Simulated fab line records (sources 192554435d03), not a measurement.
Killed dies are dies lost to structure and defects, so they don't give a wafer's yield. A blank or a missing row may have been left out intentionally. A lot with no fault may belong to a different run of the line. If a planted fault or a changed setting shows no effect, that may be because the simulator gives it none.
Chamber matching || flow n5-finfet || rie-diel-05 running N5_BEOL_M14_TRENCH_ETCH_34: 4 sister chambers
The step etches SiO2 in C4F8/O2/Ar, target depth 556.65 nm, time 126.9 s. 8 wafers are shown with their chamber, then 9 later ones without.

## WAFERS WITH THEIR CHAMBER
{"wafer": "L079.4", "chamber": 2, "drypump-motor-current-A (A)": 5.87, "throttle-valve-pct (%)": 31.36}
{"wafer": "L088.5", "chamber": 3, "drypump-motor-current-A (A)": 5.29, "throttle-valve-pct (%)": 31.15}
{"wafer": "L086.1", "chamber": 0, "drypump-motor-current-A (A)": 5.83, "throttle-valve-pct (%)": 30.51}
{"wafer": "L086.2", "chamber": 1, "drypump-motor-current-A (A)": 5.85, "throttle-valve-pct (%)": 30.96}
{"wafer": "L086.5", "chamber": 0, "drypump-motor-current-A (A)": 5.83, "throttle-valve-pct (%)": 30.53}
{"wafer": "L091.2", "chamber": 1, "drypump-motor-current-A (A)": 5.85, "throttle-valve-pct (%)": 30.96}
{"wafer": "L091.4", "chamber": 2, "drypump-motor-current-A (A)": 5.85, "throttle-valve-pct (%)": 31.40}
{"wafer": "L091.6", "chamber": 3, "drypump-motor-current-A (A)": 5.26, "throttle-valve-pct (%)": 31.15}

## WAFERS WITH NO CHAMBER GIVEN
{"wafer": "L090.1", "drypump-motor-current-A (A)": 5.82, "throttle-valve-pct (%)": 30.53}
{"wafer": "L090.5", "drypump-motor-current-A (A)": 5.83, "throttle-valve-pct (%)": 30.93}
{"wafer": "L090.6", "drypump-motor-current-A (A)": 5.83, "throttle-valve-pct (%)": 30.50}
{"wafer": "L097.1", "drypump-motor-current-A (A)": 5.29, "throttle-valve-pct (%)": 31.13}
{"wafer": "L097.4", "drypump-motor-current-A (A)": 5.86, "throttle-valve-pct (%)": 31.42}
{"wafer": "L097.5", "drypump-motor-current-A (A)": 5.87, "throttle-valve-pct (%)": 31.40}
{"wafer": "L096.1", "drypump-motor-current-A (A)": 5.79, "throttle-valve-pct (%)": 30.47}
{"wafer": "L096.2", "drypump-motor-current-A (A)": 5.84, "throttle-valve-pct (%)": 30.97}
{"wafer": "L096.3", "drypump-motor-current-A (A)": 5.87, "throttle-valve-pct (%)": 31.38}

## WHICH CHAMBER EACH WENT THROUGH
{"wafer": "L090.1", "from the rows above": 0, "in truth": 0}
{"wafer": "L090.5", "from the rows above": 1, "in truth": 1}
{"wafer": "L090.6", "from the rows above": 0, "in truth": 0}
{"wafer": "L097.1", "from the rows above": 3, "in truth": 3}
{"wafer": "L097.4", "from the rows above": 2, "in truth": 2}
{"wafer": "L097.5", "from the rows above": 2, "in truth": 2}
{"wafer": "L096.1", "from the rows above": 0, "in truth": 0}
{"wafer": "L096.2", "from the rows above": 1, "in truth": 1}
{"wafer": "L096.3", "from the rows above": 2, "in truth": 2}
Placed correctly: 9 of 9. Not placeable from these rows: 0. 0 placed wrongly.
How it was worked out, from the rows above alone: a wafer's distance from a chamber is the root of the sum, over the readings, of the square of ((its reading less the chamber's mean) divided by the reading's scatter). The wafer belongs to the nearest chamber; if the next one is less than 2 further off, it can't be placed. The mean given for a chamber averages the wafers shown for that chamber. How the scatter is found: for the shown wafers, subtract from each reading the mean of its chamber, square and add these, divide the total by (wafers less chambers), then take the root.
